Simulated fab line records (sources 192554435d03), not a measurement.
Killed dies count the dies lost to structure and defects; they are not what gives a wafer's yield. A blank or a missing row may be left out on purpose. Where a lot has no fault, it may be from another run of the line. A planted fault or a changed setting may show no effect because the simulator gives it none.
Split-lot experiment | flow n5_finfet | on a route of 1938 steps: 7 lots, 21 wafers read

## THE SPLIT
At N5_BEOL_M5_COAT_22 (resist thk 30 nm), the setting spin_rpm was moved away from the recipe's 1500 rpm on 7 of the 21 wafers read, by -6.7% to +5.6%. For the rest of the wafers, this setting stayed at what the recipe calls for.

## FROM THE SPLIT TO THE READING: what the file shows between them, 4 steps
- N5_BEOL_M5_EBR_24
- N5_BEOL_M5_SOFTBAKE_23: time 60 s
- N5_BEOL_M5_EXPOSE_25: exposes mask V4, defocus 10 nm
- N5_BEOL_M5_PEB_26: peb time 60 s

## THE READING
CAR-EUV_of_BEOL_M5_COAT_22.thk_nm (the simulator's own value, which no gauge read), in nm, at N5_BEOL_M5_DEVELOP_27 (develop time 30 s). No usual value for it is given in the file. Average 29.6 nm, standard deviation 0.15 nm, over the 14 wafers here run with the recipe.

wafer  | tool, chamber at the split | spin_rpm as run, rpm | against the recipe | CAR-EUV_of_BEOL_M5_COAT_22.thk_nm, nm | against lot-mates on the recipe
L075.1 | litho_track-02, 0          | 1500                 | recipe             | 29.4                                  | -
L075.6 | litho_track-02, 0          | 1500                 | recipe             | 29.4                                  | -
L075.4 | litho_track-02, 0          | 1500                 | recipe             | 29.6                                  | -
L076.1 | litho_track-01, 0          | 1584                 | +5.6%              | 28.8                                  | -0.8
L076.6 | litho_track-01, 0          | 1584                 | +5.6%              | 28.8                                  | -0.8
L076.4 | litho_track-01, 0          | 1500                 | recipe             | 29.6                                  | -
L077.2 | litho_track-01, 0          | 1552                 | +3.5%              | 29                                    | -0.4
L077.3 | litho_track-01, 0          | 1552                 | +3.5%              | 29                                    | -0.4
L077.4 | litho_track-01, 0          | 1500                 | recipe             | 29.4                                  | -
L078.1 | litho_track-01, 0          | 1500                 | recipe             | 29.6                                  | -
L078.4 | litho_track-01, 0          | 1500                 | recipe             | 29.4                                  | -
L078.6 | litho_track-01, 0          | 1500                 | recipe             | 29.4                                  | -
L079.1 | litho_track-03, 0          | 1500                 | recipe             | 29.6                                  | -
L079.4 | litho_track-03, 0          | 1500                 | recipe             | 29.6                                  | -
L079.3 | litho_track-03, 0          | 1399                 | -6.7%              | 30.8                                  | +1.2
L080.1 | litho_track-03, 0          | 1500                 | recipe             | 29.8                                  | -
L080.4 | litho_track-03, 0          | 1500                 | recipe             | 29.8                                  | -
L080.6 | litho_track-03, 0          | 1500                 | recipe             | 29.8                                  | -
L094.4 | litho_track-02, 0          | 1564                 | +4.3%              | 28.8                                  | -0.6
L094.5 | litho_track-02, 0          | 1564                 | +4.3%              | 28.8                                  | -0.6
L094.6 | litho_track-02, 0          | 1500                 | recipe             | 29.4                                  | -

FIT RESULTS
A straight line over all 21 wafers: CAR-EUV_of_BEOL_M5_COAT_22.thk_nm changes by -0.163 nm for each +1% of spin_rpm; r = -0.95; the points scatter about the line by 0.15 nm.
The same after taking each lot's own level away (the mean of its wafers on the recipe; 21 wafers): -0.151 nm for each +1%; r = -0.98; scatter 0.075 nm.
On that fit, the largest move of spin_rpm shifts the reading by 1 nm.
The lots' own levels span 29.40 to 29.80 nm, that is 2.6 times the standard deviation above.
The two slopes agree, so the slope changes little with the lot-to-lot level.
Check: +0.93 nm against its lot-mates is what the line predicts for one of the wafers moved furthest among these (-6.7%) when that wafer is left out of the fit. It came out at +1.2 nm against them.

## FURTHER SPLITS ON THESE WAFERS
These wafers also went through other splits before the reading. Each is held against what the fit with the lots' levels taken away leaves over:
other split on the same wafers | wafers away from the commonest value | r with CAR-EUV_of_BEOL_M5_COAT_22.thk_nm (lot level and that fit taken away)
N5_BEOL_M2_COAT_73 spin_rpm    | 5                                    | +0.03
N5_BEOL_M3_ILD_DEP_00 time_s   | 4                                    | +0.02
N5_BEOL_M3_EXPOSE_25 dose_mj   | 10                                   | +0.03
N5_BEOL_M3_DESCUM_33 time_s    | 9                                    | -0.05
N5_BEOL_M4_EXPOSE_25 dose_mj   | 7                                    | +0.17
N5_BEOL_M4_ALD_98 ald_cycles   | 6                                    | -0.25
N5_BEOL_M5_ETCH_72 bias_w      | 5                                    | +0.16

## THE WHOLE CHAIN: every reading that the file lists as answering this split, in the file's order
step                  | what it does      | reading                                                                            | change (the file's fit)               | r (the file's)
N5_BEOL_M5_COAT_22    | resist thk 30 nm  | CAR-EUV_of_BEOL_M5_COAT_22.thk_nm (the simulator's own value, which no gauge read) | -0.165 nm for each +1% of the setting | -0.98
N5_BEOL_M5_DEVELOP_27 | develop time 30 s | CAR-EUV_of_BEOL_M5_COAT_22.thk_nm (the simulator's own value, which no gauge read) | -0.154 nm for each +1% of the setting | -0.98

## FILE'S OWN FIT
CAR-EUV_of_BEOL_M5_COAT_22.thk_nm changes by -0.154 nm for each +1% of spin_rpm, r = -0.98.
